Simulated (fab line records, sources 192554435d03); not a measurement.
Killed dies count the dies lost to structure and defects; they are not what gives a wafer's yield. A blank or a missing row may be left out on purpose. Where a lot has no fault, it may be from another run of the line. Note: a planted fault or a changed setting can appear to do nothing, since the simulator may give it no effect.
fab line records / flow n5Finfet / part 2 of 2: steps 5 to 6 of 6
record: lots: 22 wafers: 66 lastDay: 18
route steps=1938 shown PMOS_HMC_CHANNEL_EPI@73 FIN_SAQP@95
lots with no fault: from the same line, run without faults
startH: hours from the record's first day to the start of the lot's first wafer shown / waitH: how many hours have passed since the lot's step before this one / " the same as in the row above / L1.1+2: a single row standing in for several wafers / - no value, or no start given / * or withheld: withheld / < > ~ a bound
route shown NAME@n: NAME is a module with steps in the file, n the number in the route of the first one / usual: the fault-free wafers' mean and standard deviation / same: alike in all rows / chamber/n: place in a boat / sites: readings site by site / _std_site: standard deviation of those values / _edge_site: outer sites' mean less inner sites' / radiusMm: how far each site lies from the wafer's centre / mask NAME#n: copy n / behind: the most recent tool/chamber to have shaped the wafer / hold: why the lot was held/for how many hours/how that ended / device: transistor that didn't switch, given as n, p or np / end of line: the same wafers' tests at the end of the route / where a step has no rows: the recipe by itself / killed: at the first sort, the dies lost to defects and structure; wafer yield is something else / map: shows each die of a wafer: x if killed, . if not, _ if none is there
set.NAME: setting as actually run; set.NAME@STEP: the setting as run at that earlier step / model.NAME: the simulator's own value behind a step, which no gauge read
steps of the route over a sample of lots; a table a step, a row a wafer
services: the hour from which a tool's chamber was out of use, counted from the record's first day as startH (under 0 if before that day), plus the number of hours and why
== steps ==
step: N5_FIN_SAQP_ETCH_67
recipe: chemistry: CH3F/O2 target: SiNx targetDepthA: 300 maskMaterial: SOC pressureMtorr: 30 sourceW: 395 biasW: 73 Ar_flow_sccm: 150 CH3F_flow_sccm: 30 O2_flow_sccm: 20 ionEnergyEv: 120
usual: drypumpMotorCurrentA: 5.8/0.35 oesProductAu: 0.79/0.087 rfVppV: 297.7/2.9 showerheadPlenumPTorr: 1.99/0.071 throttleValvePct: 16.37/0.26
lot.wafer=L074.1 tool=rieDiel-04 chamber=2 startH=24.15 waitH=0.0 drypumpMotorCurrentA=5.6 oesProductAu=0.80 rfHoursCounterH=121 rfVppV=299.2 showerheadPlenumPTorr=2.09 throttleValvePct=16.67
lot.wafer=L074.2 tool=rieDiel-04 chamber=3 startH=24.15 waitH=0.0 drypumpMotorCurrentA=5.7 oesProductAu=0.67 rfHoursCounterH=252 rfVppV=297.7 showerheadPlenumPTorr=1.89 throttleValvePct=16.84
lot.wafer=L074.3 tool=rieDiel-04 chamber=0 startH=24.15 waitH=0.0 drypumpMotorCurrentA=5.5 oesProductAu=0.96 rfHoursCounterH=13 rfVppV=295.4 showerheadPlenumPTorr=1.96 throttleValvePct=15.90
lot.wafer=L075.1 tool=rieDiel-01 chamber=2 startH=30.01 waitH=0.0 drypumpMotorCurrentA=6.2 oesProductAu=0.74 rfHoursCounterH=154 rfVppV=297.7 showerheadPlenumPTorr=2.00 throttleValvePct=16.22
lot.wafer=L075.5 tool=rieDiel-01 chamber=2 startH=30.01 waitH=0.0 drypumpMotorCurrentA=6.2 oesProductAu=0.75 rfHoursCounterH=- rfVppV=297.5 showerheadPlenumPTorr=2.00 throttleValvePct=16.22
lot.wafer=L075.6 tool=rieDiel-01 chamber=1 startH=30.01 waitH=0.0 drypumpMotorCurrentA=5.9 oesProductAu=0.72 rfHoursCounterH=- rfVppV=299.7 showerheadPlenumPTorr=1.99 throttleValvePct=16.36
lot.wafer=L076.1 tool=rieDiel-04 chamber=2 startH=36.54 waitH=0.0 drypumpMotorCurrentA=5.6 oesProductAu=0.79 rfHoursCounterH=125 rfVppV=298.3 showerheadPlenumPTorr=2.09 throttleValvePct=16.67
lot.wafer=L076.3 tool=rieDiel-04 chamber=3 startH=36.54 waitH=0.0 drypumpMotorCurrentA=5.6 oesProductAu=0.68 rfHoursCounterH=256 rfVppV=297.6 showerheadPlenumPTorr=1.89 throttleValvePct=16.85
lot.wafer=L076.4 tool=rieDiel-04 chamber=2 startH=36.54 waitH=0.0 drypumpMotorCurrentA=5.6 oesProductAu=0.79 rfHoursCounterH=- rfVppV=299.5 showerheadPlenumPTorr=2.09 throttleValvePct=16.69
lot.wafer=L077.1 tool=rieDiel-04 chamber=2 startH=42.34 waitH=0.0 drypumpMotorCurrentA=5.6 oesProductAu=0.80 rfHoursCounterH=127 rfVppV=298.4 showerheadPlenumPTorr=2.09 throttleValvePct=16.68
lot.wafer=L077.5 tool=rieDiel-04 chamber=2 startH=42.34 waitH=0.0 drypumpMotorCurrentA=5.6 oesProductAu=0.79 rfHoursCounterH=- rfVppV=297.7 showerheadPlenumPTorr=2.09 throttleValvePct=16.69
lot.wafer=L077.6 tool=rieDiel-04 chamber=0 startH=42.34 waitH=0.0 drypumpMotorCurrentA=5.5 oesProductAu=0.95 rfHoursCounterH=- rfVppV=292.9 showerheadPlenumPTorr=1.96 throttleValvePct=15.91
lot.wafer=L078.3 tool=rieDiel-03 chamber=2 startH=48.57 waitH=0.0 drypumpMotorCurrentA=5.5 oesProductAu=0.81 rfHoursCounterH=100 rfVppV=298.3 showerheadPlenumPTorr=2.10 throttleValvePct=16.60
lot.wafer=L078.4 tool=rieDiel-03 chamber=3 startH=48.57 waitH=0.0 drypumpMotorCurrentA=5.9 oesProductAu=0.80 rfHoursCounterH=126 rfVppV=293.0 showerheadPlenumPTorr=1.93 throttleValvePct=16.48
lot.wafer=L078.6 tool=rieDiel-03 chamber=0 startH=48.57 waitH=0.0 drypumpMotorCurrentA=5.1 oesProductAu=0.69 rfHoursCounterH=- rfVppV=301.4 showerheadPlenumPTorr=1.97 throttleValvePct=16.55
lot.wafer=L079.2 tool=rieDiel-01 chamber=3 startH=54.98 waitH=0.0 drypumpMotorCurrentA=5.7 oesProductAu=0.83 rfHoursCounterH=82 rfVppV=295.7 showerheadPlenumPTorr=1.94 throttleValvePct=16.44
lot.wafer=L079.3 tool=rieDiel-01 chamber=0 startH=54.98 waitH=0.0 drypumpMotorCurrentA=6.0 oesProductAu=0.87 rfHoursCounterH=55 rfVppV=298.2 showerheadPlenumPTorr=1.94 throttleValvePct=15.93
lot.wafer=L079.4 tool=rieDiel-01 chamber=2 startH=54.98 waitH=0.0 drypumpMotorCurrentA=6.2 oesProductAu=0.73 rfHoursCounterH=162 rfVppV=298.3 showerheadPlenumPTorr=2.00 throttleValvePct=16.24
lot.wafer=L080.1 tool=rieDiel-04 chamber=1 startH=61.95 waitH=0.0 drypumpMotorCurrentA=6.2 oesProductAu=0.93 rfHoursCounterH=8 rfVppV=303.6 showerheadPlenumPTorr=2.14 throttleValvePct=16.25
lot.wafer=L080.3 tool=rieDiel-04 chamber=0 startH=61.95 waitH=0.0 drypumpMotorCurrentA=5.5 oesProductAu=0.93 rfHoursCounterH=28 rfVppV=293.8 showerheadPlenumPTorr=1.96 throttleValvePct=15.92
lot.wafer=L080.5 tool=rieDiel-04 chamber=1 startH=61.95 waitH=0.0 drypumpMotorCurrentA=6.2 oesProductAu=0.94 rfHoursCounterH=- rfVppV=301.9 showerheadPlenumPTorr=2.14 throttleValvePct=16.25
lot.wafer=L081.1 tool=rieDiel-01 chamber=1 startH=67.38 waitH=0.0 drypumpMotorCurrentA=6.0 oesProductAu=0.71 rfHoursCounterH=191 rfVppV=297.0 showerheadPlenumPTorr=1.98 throttleValvePct=16.37
lot.wafer=L081.4 tool=rieDiel-01 chamber=2 startH=67.38 waitH=0.0 drypumpMotorCurrentA=6.2 oesProductAu=0.73 rfHoursCounterH=- rfVppV=297.9 showerheadPlenumPTorr=2.00 throttleValvePct=16.27
lot.wafer=L081.6 tool=rieDiel-01 chamber=1 startH=67.38 waitH=0.0 drypumpMotorCurrentA=5.9 oesProductAu=0.71 rfHoursCounterH=- rfVppV=298.7 showerheadPlenumPTorr=1.98 throttleValvePct=16.38
lot.wafer=L082.1 tool=rieDiel-04 chamber=1 startH=72.20 waitH=0.0 drypumpMotorCurrentA=6.2 oesProductAu=0.92 rfHoursCounterH=13 rfVppV=303.3 showerheadPlenumPTorr=2.14 throttleValvePct=16.24
lot.wafer=L082.4 tool=rieDiel-04 chamber=3 startH=72.20 waitH=0.0 drypumpMotorCurrentA=5.7 oesProductAu=0.95 rfHoursCounterH=1 rfVppV=303.9 showerheadPlenumPTorr=2.14 throttleValvePct=16.36
lot.wafer=L082.5 tool=rieDiel-04 chamber=1 startH=72.20 waitH=0.0 drypumpMotorCurrentA=6.2 oesProductAu=0.91 rfHoursCounterH=- rfVppV=302.0 showerheadPlenumPTorr=2.14 throttleValvePct=16.26
lot.wafer=L083.2 tool=rieDiel-03 chamber=2 startH=78.90 waitH=0.0 drypumpMotorCurrentA=5.4 oesProductAu=0.80 rfHoursCounterH=111 rfVppV=298.8 showerheadPlenumPTorr=2.09 throttleValvePct=16.61
lot.wafer=L083.5 tool=rieDiel-03 chamber=0 startH=78.90 waitH=0.0 drypumpMotorCurrentA=5.1 oesProductAu=0.68 rfHoursCounterH=- rfVppV=301.6 showerheadPlenumPTorr=1.97 throttleValvePct=16.56
lot.wafer=L083.6 tool=rieDiel-03 chamber=2 startH=78.90 waitH=0.0 drypumpMotorCurrentA=5.5 oesProductAu=0.80 rfHoursCounterH=- rfVppV=296.6 showerheadPlenumPTorr=2.09 throttleValvePct=16.62
lot.wafer=L084.1 tool=rieDiel-04 chamber=2 startH=85.06 waitH=0.0 drypumpMotorCurrentA=5.6 oesProductAu=0.78 rfHoursCounterH=146 rfVppV=298.9 showerheadPlenumPTorr=2.08 throttleValvePct=16.71
lot.wafer=L084.4 tool=rieDiel-04 chamber=0 startH=85.06 waitH=0.0 drypumpMotorCurrentA=5.5 oesProductAu=0.90 rfHoursCounterH=38 rfVppV=294.5 showerheadPlenumPTorr=1.96 throttleValvePct=15.96
lot.wafer=L084.5 tool=rieDiel-04 chamber=0 startH=85.06 waitH=0.0 drypumpMotorCurrentA=5.5 oesProductAu=0.90 rfHoursCounterH=- rfVppV=293.9 showerheadPlenumPTorr=1.96 throttleValvePct=15.94
lot.wafer=L086.1 tool=rieDiel-03 chamber=2 startH=98.82 waitH=0.0 drypumpMotorCurrentA=5.5 oesProductAu=0.79 rfHoursCounterH=116 rfVppV=298.2 showerheadPlenumPTorr=2.09 throttleValvePct=16.64
lot.wafer=L086.4 tool=rieDiel-03 chamber=1 startH=98.82 waitH=0.0 drypumpMotorCurrentA=6.4 oesProductAu=0.69 rfHoursCounterH=237 rfVppV=294.3 showerheadPlenumPTorr=1.97 throttleValvePct=16.34
lot.wafer=L086.5 tool=rieDiel-03 chamber=1 startH=98.82 waitH=0.0 drypumpMotorCurrentA=6.3 oesProductAu=0.69 rfHoursCounterH=- rfVppV=295.1 showerheadPlenumPTorr=1.97 throttleValvePct=16.35
lot.wafer=L087.3 tool=rieDiel-01 chamber=3 startH=102.74 waitH=0.0 drypumpMotorCurrentA=5.8 oesProductAu=0.81 rfHoursCounterH=96 rfVppV=295.7 showerheadPlenumPTorr=1.93 throttleValvePct=16.48
lot.wafer=L087.4 tool=rieDiel-01 chamber=0 startH=102.74 waitH=0.0 drypumpMotorCurrentA=6.0 oesProductAu=0.85 rfHoursCounterH=73 rfVppV=298.2 showerheadPlenumPTorr=1.93 throttleValvePct=15.95
lot.wafer=L087.6 tool=rieDiel-01 chamber=1 startH=102.74 waitH=0.0 drypumpMotorCurrentA=6.0 oesProductAu=0.71 rfHoursCounterH=- rfVppV=298.2 showerheadPlenumPTorr=1.98 throttleValvePct=16.41
lot.wafer=L088.1 tool=rieDiel-01 chamber=2 startH=108.23 waitH=0.0 drypumpMotorCurrentA=6.2 oesProductAu=0.72 rfHoursCounterH=182 rfVppV=298.0 showerheadPlenumPTorr=1.99 throttleValvePct=16.30
lot.wafer=L088.2 tool=rieDiel-01 chamber=1 startH=108.23 waitH=0.0 drypumpMotorCurrentA=5.9 oesProductAu=0.70 rfHoursCounterH=206 rfVppV=297.6 showerheadPlenumPTorr=1.98 throttleValvePct=16.41
lot.wafer=L088.6 tool=rieDiel-01 chamber=2 startH=108.23 waitH=0.0 drypumpMotorCurrentA=6.2 oesProductAu=0.72 rfHoursCounterH=- rfVppV=298.2 showerheadPlenumPTorr=1.99 throttleValvePct=16.28
lot.wafer=L089.1 tool=rieDiel-01 chamber=2 startH=115.61 waitH=0.0 drypumpMotorCurrentA=6.2 oesProductAu=0.72 rfHoursCounterH=184 rfVppV=299.2 showerheadPlenumPTorr=1.99 throttleValvePct=16.29
lot.wafer=L089.2 tool=rieDiel-01 chamber=0 startH=115.61 waitH=0.0 drypumpMotorCurrentA=6.0 oesProductAu=0.84 rfHoursCounterH=77 rfVppV=299.6 showerheadPlenumPTorr=1.93 throttleValvePct=15.96
lot.wafer=L089.4 tool=rieDiel-01 chamber=1 startH=115.61 waitH=0.0 drypumpMotorCurrentA=5.9 oesProductAu=0.70 rfHoursCounterH=208 rfVppV=297.8 showerheadPlenumPTorr=1.98 throttleValvePct=16.42
lot.wafer=L090.1 tool=rieDiel-01 chamber=1 startH=121.15 waitH=0.0 drypumpMotorCurrentA=5.9 oesProductAu=0.70 rfHoursCounterH=210 rfVppV=298.0 showerheadPlenumPTorr=1.98 throttleValvePct=16.41
lot.wafer=L090.2 tool=rieDiel-01 chamber=3 startH=121.15 waitH=0.0 drypumpMotorCurrentA=5.7 oesProductAu=0.80 rfHoursCounterH=101 rfVppV=297.0 showerheadPlenumPTorr=1.93 throttleValvePct=16.48
lot.wafer=L090.3 tool=rieDiel-01 chamber=0 startH=121.15 waitH=0.0 drypumpMotorCurrentA=6.1 oesProductAu=0.84 rfHoursCounterH=79 rfVppV=299.3 showerheadPlenumPTorr=1.93 throttleValvePct=15.95
lot.wafer=L091.1 tool=rieDiel-04 chamber=0 startH=128.07 waitH=0.0 drypumpMotorCurrentA=5.5 oesProductAu=0.87 rfHoursCounterH=54 rfVppV=293.7 showerheadPlenumPTorr=1.95 throttleValvePct=15.98
lot.wafer=L091.4 tool=rieDiel-04 chamber=3 startH=128.07 waitH=0.0 drypumpMotorCurrentA=5.7 oesProductAu=0.88 rfHoursCounterH=20 rfVppV=302.4 showerheadPlenumPTorr=2.14 throttleValvePct=16.39
lot.wafer=L091.6 tool=rieDiel-04 chamber=3 startH=128.07 waitH=0.0 drypumpMotorCurrentA=5.7 oesProductAu=0.88 rfHoursCounterH=- rfVppV=303.2 showerheadPlenumPTorr=2.14 throttleValvePct=16.39
lot.wafer=L092.1 tool=rieDiel-01 chamber=3 startH=132.33 waitH=0.0 drypumpMotorCurrentA=5.7 oesProductAu=0.80 rfHoursCounterH=104 rfVppV=297.3 showerheadPlenumPTorr=1.93 throttleValvePct=16.47
lot.wafer=L092.2 tool=rieDiel-01 chamber=0 startH=132.33 waitH=0.0 drypumpMotorCurrentA=6.1 oesProductAu=0.85 rfHoursCounterH=83 rfVppV=299.9 showerheadPlenumPTorr=1.93 throttleValvePct=15.96
lot.wafer=L092.3 tool=rieDiel-01 chamber=2 startH=132.33 waitH=0.0 drypumpMotorCurrentA=6.2 oesProductAu=0.72 rfHoursCounterH=189 rfVppV=296.4 showerheadPlenumPTorr=1.99 throttleValvePct=16.29
lot.wafer=L093.3 tool=rieDiel-04 chamber=3 startH=137.83 waitH=0.0 drypumpMotorCurrentA=5.7 oesProductAu=0.88 rfHoursCounterH=23 rfVppV=303.5 showerheadPlenumPTorr=2.14 throttleValvePct=16.40
lot.wafer=L093.4 tool=rieDiel-04 chamber=1 startH=137.83 waitH=0.0 drypumpMotorCurrentA=6.2 oesProductAu=0.86 rfHoursCounterH=34 rfVppV=301.9 showerheadPlenumPTorr=2.13 throttleValvePct=16.29
lot.wafer=L093.6 tool=rieDiel-04 chamber=3 startH=137.83 waitH=0.0 drypumpMotorCurrentA=5.7 oesProductAu=0.87 rfHoursCounterH=- rfVppV=301.4 showerheadPlenumPTorr=2.14 throttleValvePct=16.40
lot.wafer=L094.1 tool=rieDiel-03 chamber=2 startH=144.32 waitH=0.0 drypumpMotorCurrentA=5.5 oesProductAu=0.78 rfHoursCounterH=132 rfVppV=298.1 showerheadPlenumPTorr=2.09 throttleValvePct=16.65
lot.wafer=L094.4 tool=rieDiel-03 chamber=3 startH=144.32 waitH=0.0 drypumpMotorCurrentA=5.9 oesProductAu=0.76 rfHoursCounterH=- rfVppV=294.3 showerheadPlenumPTorr=1.92 throttleValvePct=16.53
lot.wafer=L094.6 tool=rieDiel-03 chamber=0 startH=144.32 waitH=0.0 drypumpMotorCurrentA=5.0 oesProductAu=0.67 rfHoursCounterH=- rfVppV=300.5 showerheadPlenumPTorr=1.96 throttleValvePct=16.60
lot.wafer=L095.2 tool=rieDiel-03 chamber=3 startH=150.95 waitH=0.0 drypumpMotorCurrentA=5.9 oesProductAu=0.77 rfHoursCounterH=154 rfVppV=292.8 showerheadPlenumPTorr=1.92 throttleValvePct=16.54
lot.wafer=L095.3 tool=rieDiel-03 chamber=0 startH=150.95 waitH=0.0 drypumpMotorCurrentA=5.1 oesProductAu=0.67 rfHoursCounterH=255 rfVppV=301.6 showerheadPlenumPTorr=1.96 throttleValvePct=16.62
lot.wafer=L095.6 tool=rieDiel-03 chamber=2 startH=150.95 waitH=0.0 drypumpMotorCurrentA=5.4 oesProductAu=0.79 rfHoursCounterH=- rfVppV=296.9 showerheadPlenumPTorr=2.09 throttleValvePct=16.65
lot.wafer=L096.1 tool=rieDiel-01 chamber=1 startH=157.00 waitH=0.0 drypumpMotorCurrentA=6.0 oesProductAu=0.69 rfHoursCounterH=222 rfVppV=296.8 showerheadPlenumPTorr=1.97 throttleValvePct=16.43
lot.wafer=L096.2 tool=rieDiel-01 chamber=2 startH=157.00 waitH=0.0 drypumpMotorCurrentA=6.2 oesProductAu=0.72 rfHoursCounterH=198 rfVppV=298.7 showerheadPlenumPTorr=1.99 throttleValvePct=16.31
lot.wafer=L096.5 tool=rieDiel-01 chamber=3 startH=157.00 waitH=0.0 drypumpMotorCurrentA=5.7 oesProductAu=0.80 rfHoursCounterH=- rfVppV=295.6 showerheadPlenumPTorr=1.93 throttleValvePct=16.48
step: N5_FIN_SAQP_RECESS_71
recipe: chemistry: HF/NH3 target: SiO2 targetDepthA: 30 afsCycles: 1 tempC: 30 sublimationTempC: 180 sublimationTimeS: 60
usual: drypumpMotorCurrentA: 5.4/0.31 sublimationTempC: 179.99/0.16
same: afsCycles: 1
lot.wafer=L074.1 tool=vaporEtch-01 chamber=1 startH=24.25 waitH=0.0 drypumpMotorCurrentA=5.4 sublimationTempC=180.32
lot.wafer=L074.2 tool=vaporEtch-01 chamber=0 startH=24.25 waitH=0.0 drypumpMotorCurrentA=5.3 sublimationTempC=180.46
lot.wafer=L074.3 tool=vaporEtch-01 chamber=1 startH=24.25 waitH=0.0 drypumpMotorCurrentA=5.3 sublimationTempC=180.46
lot.wafer=L075.1 tool=vaporEtch-02 chamber=1 startH=30.11 waitH=0.0 drypumpMotorCurrentA=5.1 sublimationTempC=180.16
lot.wafer=L075.5 tool=vaporEtch-02 chamber=0 startH=30.11 waitH=0.0 drypumpMotorCurrentA=5.8 sublimationTempC=180.02
lot.wafer=L075.6 tool=vaporEtch-02 chamber=1 startH=30.11 waitH=0.0 drypumpMotorCurrentA=5.1 sublimationTempC=180.04
lot.wafer=L076.1 tool=vaporEtch-02 chamber=1 startH=36.64 waitH=0.0 drypumpMotorCurrentA=5.1 sublimationTempC=180.15
lot.wafer=L076.3 tool=vaporEtch-02 chamber=0 startH=36.64 waitH=0.0 drypumpMotorCurrentA=5.8 sublimationTempC=179.95
lot.wafer=L076.4 tool=vaporEtch-02 chamber=1 startH=36.64 waitH=0.0 drypumpMotorCurrentA=5.0 sublimationTempC=180.05
lot.wafer=L077.1 tool=vaporEtch-01 chamber=0 startH=42.44 waitH=0.0 drypumpMotorCurrentA=5.4 sublimationTempC=180.03
lot.wafer=L077.5 tool=vaporEtch-01 chamber=1 startH=42.44 waitH=0.0 drypumpMotorCurrentA=5.4 sublimationTempC=180.03
lot.wafer=L077.6 tool=vaporEtch-01 chamber=0 startH=42.44 waitH=0.0 drypumpMotorCurrentA=5.3 sublimationTempC=179.90
lot.wafer=L078.3 tool=vaporEtch-02 chamber=1 startH=48.71 waitH=0.1 drypumpMotorCurrentA=5.1 sublimationTempC=180.03
lot.wafer=L078.4 tool=vaporEtch-02 chamber=0 startH=48.71 waitH=0.1 drypumpMotorCurrentA=5.8 sublimationTempC=179.67
lot.wafer=L078.6 tool=vaporEtch-02 chamber=1 startH=48.71 waitH=0.1 drypumpMotorCurrentA=5.1 sublimationTempC=179.89
lot.wafer=L079.2 tool=vaporEtch-02 chamber=0 startH=55.08 waitH=0.0 drypumpMotorCurrentA=5.8 sublimationTempC=179.68
lot.wafer=L079.3 tool=vaporEtch-02 chamber=1 startH=55.08 waitH=0.0 drypumpMotorCurrentA=5.1 sublimationTempC=179.98
lot.wafer=L079.4 tool=vaporEtch-02 chamber=0 startH=55.08 waitH=0.0 drypumpMotorCurrentA=5.8 sublimationTempC=180.19
lot.wafer=L080.1 tool=vaporEtch-02 chamber=1 startH=62.06 waitH=0.0 drypumpMotorCurrentA=5.1 sublimationTempC=180.28
lot.wafer=L080.3 tool=vaporEtch-02 chamber=1 startH=62.06 waitH=0.0 drypumpMotorCurrentA=5.1 sublimationTempC=180.05
lot.wafer=L080.5 tool=vaporEtch-02 chamber=0 startH=62.06 waitH=0.0 drypumpMotorCurrentA=5.8 sublimationTempC=180.12
lot.wafer=L081.1 tool=vaporEtch-01 chamber=0 startH=67.48 waitH=0.0 drypumpMotorCurrentA=5.4 sublimationTempC=180.19
lot.wafer=L081.4 tool=vaporEtch-01 chamber=1 startH=67.48 waitH=0.0 drypumpMotorCurrentA=5.3 sublimationTempC=180.09
lot.wafer=L081.6 tool=vaporEtch-01 chamber=0 startH=67.48 waitH=0.0 drypumpMotorCurrentA=5.4 sublimationTempC=179.94
lot.wafer=L082.1 tool=vaporEtch-01 chamber=0 startH=72.30 waitH=0.0 drypumpMotorCurrentA=5.3 sublimationTempC=179.77
lot.wafer=L082.4 tool=vaporEtch-01 chamber=1 startH=72.30 waitH=0.0 drypumpMotorCurrentA=5.3 sublimationTempC=180.15
lot.wafer=L082.5 tool=vaporEtch-01 chamber=1 startH=72.30 waitH=0.0 drypumpMotorCurrentA=5.3 sublimationTempC=180.18
lot.wafer=L083.2 tool=vaporEtch-02 chamber=1 startH=79.00 waitH=0.0 drypumpMotorCurrentA=5.0 sublimationTempC=179.77
lot.wafer=L083.5 tool=vaporEtch-02 chamber=0 startH=79.00 waitH=0.0 drypumpMotorCurrentA=5.8 sublimationTempC=179.90
lot.wafer=L083.6 tool=vaporEtch-02 chamber=1 startH=79.00 waitH=0.0 drypumpMotorCurrentA=5.0 sublimationTempC=179.78
lot.wafer=L084.1 tool=vaporEtch-02 chamber=0 startH=85.25 waitH=0.1 drypumpMotorCurrentA=5.9 sublimationTempC=179.95
lot.wafer=L084.4 tool=vaporEtch-02 chamber=1 startH=85.25 waitH=0.1 drypumpMotorCurrentA=5.1 sublimationTempC=179.75
lot.wafer=L084.5 tool=vaporEtch-02 chamber=0 startH=85.25 waitH=0.1 drypumpMotorCurrentA=5.9 sublimationTempC=179.95
lot.wafer=L086.1 tool=vaporEtch-01 chamber=1 startH=98.92 waitH=0.0 drypumpMotorCurrentA=5.3 sublimationTempC=179.98
lot.wafer=L086.4 tool=vaporEtch-01 chamber=0 startH=98.92 waitH=0.0 drypumpMotorCurrentA=5.3 sublimationTempC=180.12
lot.wafer=L086.5 tool=vaporEtch-01 chamber=0 startH=98.92 waitH=0.0 drypumpMotorCurrentA=5.3 sublimationTempC=180.04
lot.wafer=L087.3 tool=vaporEtch-02 chamber=1 startH=102.88 waitH=0.1 drypumpMotorCurrentA=5.1 sublimationTempC=179.98
lot.wafer=L087.4 tool=vaporEtch-02 chamber=0 startH=102.88 waitH=0.1 drypumpMotorCurrentA=5.8 sublimationTempC=179.78
lot.wafer=L087.6 tool=vaporEtch-02 chamber=0 startH=102.88 waitH=0.1 drypumpMotorCurrentA=5.8 sublimationTempC=180.06
lot.wafer=L088.1 tool=vaporEtch-01 chamber=1 startH=109.67 waitH=1.4 drypumpMotorCurrentA=5.3 sublimationTempC=179.87
lot.wafer=L088.2 tool=vaporEtch-01 chamber=0 startH=109.67 waitH=1.4 drypumpMotorCurrentA=5.3 sublimationTempC=180.00
lot.wafer=L088.6 tool=vaporEtch-01 chamber=1 startH=109.67 waitH=1.4 drypumpMotorCurrentA=5.3 sublimationTempC=179.87
lot.wafer=L089.1 tool=vaporEtch-02 chamber=1 startH=115.71 waitH=0.0 drypumpMotorCurrentA=5.1 sublimationTempC=179.76
lot.wafer=L089.2 tool=vaporEtch-02 chamber=0 startH=115.71 waitH=0.0 drypumpMotorCurrentA=5.8 sublimationTempC=179.87
lot.wafer=L089.4 tool=vaporEtch-02 chamber=1 startH=115.71 waitH=0.0 drypumpMotorCurrentA=5.1 sublimationTempC=179.82
lot.wafer=L090.1 tool=vaporEtch-02 chamber=1 startH=121.25 waitH=0.0 drypumpMotorCurrentA=5.0 sublimationTempC=180.09
lot.wafer=L090.2 tool=vaporEtch-02 chamber=0 startH=121.25 waitH=0.0 drypumpMotorCurrentA=5.8 sublimationTempC=179.99
lot.wafer=L090.3 tool=vaporEtch-02 chamber=0 startH=121.25 waitH=0.0 drypumpMotorCurrentA=5.8 sublimationTempC=179.90
lot.wafer=L091.1 tool=vaporEtch-02 chamber=1 startH=128.17 waitH=0.0 drypumpMotorCurrentA=5.1 sublimationTempC=180.09
lot.wafer=L091.4 tool=vaporEtch-02 chamber=0 startH=128.17 waitH=0.0 drypumpMotorCurrentA=5.8 sublimationTempC=180.01
lot.wafer=L091.6 tool=vaporEtch-02 chamber=0 startH=128.17 waitH=0.0 drypumpMotorCurrentA=5.8 sublimationTempC=180.43
lot.wafer=L092.1 tool=vaporEtch-01 chamber=0 startH=132.43 waitH=0.0 drypumpMotorCurrentA=5.3 sublimationTempC=179.79
lot.wafer=L092.2 tool=vaporEtch-01 chamber=1 startH=132.43 waitH=0.0 drypumpMotorCurrentA=5.4 sublimationTempC=179.88
lot.wafer=L092.3 tool=vaporEtch-01 chamber=0 startH=132.43 waitH=0.0 drypumpMotorCurrentA=5.3 sublimationTempC=179.95
lot.wafer=L093.3 tool=vaporEtch-02 chamber=1 startH=137.97 waitH=0.1 drypumpMotorCurrentA=5.1 sublimationTempC=179.86
lot.wafer=L093.4 tool=vaporEtch-02 chamber=0 startH=137.97 waitH=0.1 drypumpMotorCurrentA=5.8 sublimationTempC=180.16
lot.wafer=L093.6 tool=vaporEtch-02 chamber=0 startH=137.97 waitH=0.1 drypumpMotorCurrentA=5.8 sublimationTempC=180.02
lot.wafer=L094.1 tool=vaporEtch-02 chamber=0 startH=144.42 waitH=0.0 drypumpMotorCurrentA=5.8 sublimationTempC=180.07
lot.wafer=L094.4 tool=vaporEtch-02 chamber=1 startH=144.42 waitH=0.0 drypumpMotorCurrentA=5.0 sublimationTempC=179.98
lot.wafer=L094.6 tool=vaporEtch-02 chamber=0 startH=144.42 waitH=0.0 drypumpMotorCurrentA=5.8 sublimationTempC=180.04
lot.wafer=L095.2 tool=vaporEtch-01 chamber=0 startH=151.05 waitH=0.0 drypumpMotorCurrentA=5.3 sublimationTempC=180.10
lot.wafer=L095.3 tool=vaporEtch-01 chamber=0 startH=151.05 waitH=0.0 drypumpMotorCurrentA=5.3 sublimationTempC=180.29
lot.wafer=L095.6 tool=vaporEtch-01 chamber=0 startH=151.05 waitH=0.0 drypumpMotorCurrentA=5.4 sublimationTempC=179.99
lot.wafer=L096.1 tool=vaporEtch-02 chamber=1 startH=157.10 waitH=0.0 drypumpMotorCurrentA=5.0 sublimationTempC=179.90
lot.wafer=L096.2 tool=vaporEtch-02 chamber=0 startH=157.10 waitH=0.0 drypumpMotorCurrentA=5.8 sublimationTempC=180.26
lot.wafer=L096.5 tool=vaporEtch-02 chamber=0 startH=157.10 waitH=0.0 drypumpMotorCurrentA=5.8 sublimationTempC=180.08
== services ==
tool=rieSi-02 chamber=3 startH=-0.54 hours=4.5 kind=repair
tool=rieSi-05 chamber=0 startH=4.67 hours=3.3 kind=repair
tool=rieDiel-04 chamber=0 startH=14.69 hours=8.9 kind=repair
tool=rieDiel-04 chamber=1 startH=23.63 hours=- kind=clean
tool=rieDiel-04 chamber=1 startH=23.63 hours=- kind=consumableReplace:focusRing
tool=rieDiel-04 chamber=1 startH=23.63 hours=- kind=consumableReplace:showerhead
tool=rieDiel-04 chamber=1 startH=23.63 hours=22.5 kind=scheduledDown
tool=rieDiel-04 chamber=1 startH=23.63 hours=22.5 kind=ventCycle
tool=rieDiel-04 chamber=- startH=37.53 hours=0.2 kind=repair
tool=rtpAnneal-02 chamber=- startH=43.36 hours=4.2 kind=pm
tool=rieDiel-04 chamber=3 startH=46.17 hours=- kind=clean
tool=rieSi-04 chamber=- startH=55.76 hours=1.7 kind=repair
tool=rieDiel-01 chamber=3 startH=63.15 hours=7.3 kind=repair
tool=rieDiel-03 chamber=3 startH=64.49 hours=20.8 kind=repair
tool=rieDiel-03 chamber=2 startH=88.25 hours=5.0 kind=repair
tool=rieSi-05 chamber=0 startH=93.95 hours=2.6 kind=repair
tool=rieSi-02 chamber=3 startH=99.00 hours=7.2 kind=repair
tool=vaporEtch-02 chamber=- startH=107.69 hours=2.8 kind=pm
tool=vaporEtch-01 chamber=- startH=127.12 hours=1.1 kind=repair
tool=rieDiel-03 chamber=1 startH=136.58 hours=- kind=clean
tool=rieDiel-03 chamber=1 startH=136.58 hours=- kind=consumableReplace:focusRing
tool=rieDiel-03 chamber=1 startH=136.58 hours=23.6 kind=scheduledDown
tool=rieDiel-03 chamber=1 startH=136.58 hours=23.6 kind=ventCycle
tool=rieDiel-04 chamber=1 startH=154.12 hours=31.9 kind=repair
